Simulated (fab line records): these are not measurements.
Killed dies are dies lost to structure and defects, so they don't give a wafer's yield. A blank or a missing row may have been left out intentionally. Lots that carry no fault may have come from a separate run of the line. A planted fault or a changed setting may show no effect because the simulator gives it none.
A lot that was struck, set against a sound lot	flow nand-harc	43 out of 1159 route steps
Sound: these wafers, L461.1, L461.3, L461.4. Struck: wafer L469.6. (L469.1, L469.4 of the same lot were not struck and are left out.) The cause comes at the end.
At each step with rows: each side's tool, then ch and its chambers, then its first start. Under that, the readings that differ: sound wafers	struck wafers	difference of the means	sigmas: that difference in standard deviations of wafers without a fault.
alike: readings whose means differ by less than 2 such deviations, and words and numbers that are the same on both sides. not compared: withheld readings, readings that some wafer has no value for, bounds like >300 that may hide the same value, and numbers for which the record gives no deviation and whose values overlap.
A row with sigmas, a row that says differs or no value, or rows on one side alone: a step with any of these is where the two part. Numbers that don't overlap but have no deviation are shown without sigmas and don't part them. Lack of a reading on every wafer of one side parts them only where that side has two or more wafers.

first, 1 step without rows for these wafers: NHARC_A_CONTACT_DEVELOP_41 (develop time 35 s).
NHARC_A_CONTACT_CD_MEAS_42: target cd 200 nm.
  sound on cd-sem-02 ch 0, day 16 11:37; struck on cd-sem-02 ch 0, day 19 08:38
  alike: cd-nm
NHARC_A_CONTACT_OVL_MEAS_43:
  sound: overlay-01 at day 16 11:41; struck: overlay-01 at day 19 08:44
  alike: overlay-x-nm, overlay-y-nm
NHARC_A_CONTACT_INSPECT_44:
  sound: defect-inspect-02 at day 16 11:44; struck: defect-inspect-01 at day 19 08:46
  alike: raw-defect-count
then, 3 steps without rows for these wafers: NHARC_A_CONTACT_DESCUM_47 (chemistry O2, time 3 s); NHARC_A_CONTACT_ETCH_48 (etches the open film in CF4, target depth 39 nm, time 65 s); NHARC_A_CONTACT_ETCH_49 (etches the open film in N2/H2, target depth 260 nm, time 475.3 s).
NHARC_A_CONTACT_ETCH_50: etches the open film in CF4/CHF3, target depth 84.7 nm, time 42.4 s.
  sound: rie-diel-13 ch 1,2,3; struck: rie-diel-07 ch 3
  alike: drypump-motor-current-A, oes-product-au, rf-vpp-V, showerhead-plenum-p-Torr, throttle-valve-pct
  not compared: rf-hours-counter-h
NHARC_A_CONTACT_ETCH_51: etches the open film in O2/COS, target depth 3600 nm, time 936 s.
  sound: rie-diel-13 ch 0,1,3; struck: rie-diel-07 ch 0
reading	sound	struck	difference	sigmas
rf-vpp-V (V)	315.5 318.1 317.5	313.8	-3.2	-2
showerhead-plenum-p-Torr (Torr)	3.26 3.32 3.27	3.06	-0.22	-2
  alike: drypump-motor-current-A, oes-product-au, throttle-valve-pct
  not compared: rf-hours-counter-h
then, 3 steps without rows for these wafers: NHARC_A_CONTACT_ETCH_111 (etches the open film in C4F8/O2/Ar, time 140 s, target depth 700 nm); NHARC_A_CONTACT_ETCH_112 (etches the open film in C4F8/O2/Ar, time 94 s, target depth 922 nm); NHARC_A_CONTACT_ETCH_113 (etches the open film in C4F8/O2/Ar, time 94 s, target depth 922 nm).
NHARC_A_CONTACT_ETCH_114: etches the open film in C4F8/O2/Ar, time 94 s, target depth 922 nm.
  sound on har-cap-etch-02 ch 0,1, day 16 13:40; struck on har-cap-etch-02 ch 1, day 19 10:37
reading	sound	struck	difference	sigmas
oes-air-line-au (a.u.)	1.010 1.006 1.017	0.967	-0.044	-2
  not compared: rf-hours-counter-h
then, 2 steps without rows for these wafers: NHARC_A_CONTACT_ETCH_115 (etches the open film in C4F8/O2/Ar, time 94 s, target depth 922 nm); NHARC_A_CONTACT_ETCH_116 (etches the open film in C4F8/O2/Ar, time 94 s, target depth 922 nm).
NHARC_A_CONTACT_ETCH_117: etches the open film in C4F8/O2/Ar, time 94 s, target depth 922 nm.
  sound on har-cap-etch-02 ch 0,1, day 16 13:58; struck on har-cap-etch-02 ch 1, day 19 10:53
  alike: oes-air-line-au
  not compared: rf-hours-counter-h
then, 3 steps without rows for these wafers: NHARC_A_CONTACT_ETCH_118 (etches the open film in C4F8/O2/Ar, time 94 s, target depth 922 nm); NHARC_A_CONTACT_ETCH_119 (etches the open film in C4F8/O2/Ar, time 94 s, target depth 922 nm); NHARC_A_CONTACT_ETCH_120 (etches the open film in C4F8/O2/Ar, time 94 s, target depth 922 nm).
NHARC_A_CONTACT_ETCH_121: etches the open film in C4F8/O2/Ar, time 94 s, target depth 922 nm.
  sound on har-cap-etch-02 ch 0,1, day 16 14:27; struck on har-cap-etch-02 ch 1, day 19 11:15
reading	sound	struck	difference	sigmas
oes-air-line-au (a.u.)	1.041 0.995 0.968	0.959	-0.042	-2
  not compared: rf-hours-counter-h
then, 4 steps without rows for these wafers: NHARC_A_CONTACT_ETCH_122 (etches the open film in C4F8/O2/Ar, time 95 s, target depth 930 nm); NHARC_A_CONTACT_ETCH_123 (etches the open film in C4F8/O2/Ar, time 253 s, target depth 1090 nm); NHARC_A_CONTACT_ETCH_90 (etches the open film in CH3F/O2, target depth 40 nm, time 85.7 s); NHARC_A_CONTACT_ETCH_96 (etches the open film in C4F6/O2, target depth 20 nm, time 10 s).
NHARC_A_CONTACT_CD_MEAS_53:
  sound: cd-sem-03 at day 16 15:36; struck: cd-sem-03 at day 19 12:14
  alike: cd-nm
then, 6 steps without rows for these wafers: NHARC_A_CONTACT_STRIP_99 (strips in N2/H2); NHARC_A_CONTACT_STRIP_100 (strips in CF4/CHF3); NHARC_A_CONTACT_STRIP_101 (strips in O2/COS); NHARC_A_CONTACT_ETCH_102 (etches the open film in CF4/O2, target depth 70 nm, overetch 7 nm, time 38.5 s); NHARC_A_CONTACT_STRIP_55 (strips in O2); NHARC_A_CONTACT_STRIP_56 (strips in post etch residue remover, time 600 s).
NHARC_A_CONTACT_DEP_57: deposits aC, target thk 2800 nm.
  sound on acl-dep-03 ch 0, day 16 17:40; struck on acl-dep-03 ch 0, day 19 14:10
  alike: throttle-valve-pct
then, 10 steps without rows for these wafers: NHARC_A_CONTACT_DEP_58 (deposits SiON, target thk 60 nm); NHARC_A_CONTACT_DEHYDRATE_59 (time 120 s); NHARC_A_CONTACT_HMDS_60 (time 30 s); NHARC_A_CONTACT_COAT_61 (time 75 s); NHARC_A_CONTACT_COAT_62 (time 65 s); NHARC_A_CONTACT_COAT_63 (resist thk 90 nm); NHARC_A_CONTACT_SOFTBAKE_64 (time 55 s); NHARC_A_CONTACT_EBR_65; NHARC_A_CONTACT_EXPOSE_66 (exposes mask A CC 2); NHARC_A_CONTACT_PEB_67 (peb time 65 s).
-- record jumps: 3 days between struck wafers' starts before vs after; left off in module A_CONTACT, resumes in module END, first step shown is number 1159 of the route --
NHARC_END_SORT_01:
  sound on prober-01 ch 0, day 19 09:07; struck on prober-02 ch 0, day 22 11:04
reading	sound	struck	difference	sigmas
killed-at-array	18 12 14	62	+47	+4
killed-dies	21 15 16	66	+49	+4
  alike: killed-at-other, killed-at-periphery, killed-open, killed-short

== WHERE THEY PART ==
At NHARC_A_CONTACT_ETCH_51 first; at NHARC_END_SORT_01 last (within this record only).

WHY: what the simulator had put in
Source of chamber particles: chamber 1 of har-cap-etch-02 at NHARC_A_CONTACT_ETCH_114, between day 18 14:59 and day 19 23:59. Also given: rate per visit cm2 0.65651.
